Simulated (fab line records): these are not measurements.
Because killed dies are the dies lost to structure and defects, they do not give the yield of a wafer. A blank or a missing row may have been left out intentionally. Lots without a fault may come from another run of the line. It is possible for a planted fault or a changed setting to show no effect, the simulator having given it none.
Which tool did it?    flow n5-finfet    route of 1938 steps, sampled at 1 step: 12 lots, 36 wafers

== WHAT THE GAUGES SHOWED, per wafer ==
N5_BEOL_M10_CD_MEAS_28: the cd target is 70 nm.
lot   measured      on         cd-nm (nm)
L075  day 10 11:29  cd-sem-02  71.5 70.4 70.7
L080  day 11 10:15  cd-sem-01  70.0 70.9 70.7
L079  day 11 11:04  cd-sem-03  71.0 69.7 70.3
L078  day 11 19:45  cd-sem-01  69.1 69.2 69.5
L083  day 12 09:40  cd-sem-03  70.2 69.6 69.3
L085  day 13 11:13  cd-sem-03  68.8 68.6 68.7
L086  day 13 17:25  cd-sem-02  68.7 70.2 69.1
L091  day 13 23:06  cd-sem-02  69.1 70.2 69.6
L090  day 14 02:57  cd-sem-03  70.0 68.3 70.9
L092  day 14 22:51  cd-sem-02  68.7 69.6 70.0
L096  day 16 02:55  cd-sem-01  70.5 71.2 71.0
L095  day 16 07:22  cd-sem-02  70.9 71.4 71.0

== TOOL THAT RAN EACH LOT (tool first, then ch and the chambers of the sampled wafers, then the start) ==
Before these readings, the record contains no process step.

== THE ANSWER, worked out from the rows above alone ==
Rule: what is usual is taken from the lots themselves. Put in order of their means at a reading, lots are off if they are a third of the lots or fewer, leave a main group of 4 or more, and stand apart from it by a gap of 3 or more times the standard deviation of the main group's means; of several such gaps the widest counts. Not used: any main group whose means are identical at the precision the tables above print for the reading. Also off: a lot with no number at a reading for which 4 or more lots have one. Any other lot the step has rows for is counted as sound.
No lot is off on any of the readings shown, so nothing can be concluded from this.

== WHAT THE SIMULATOR PUT IN ==
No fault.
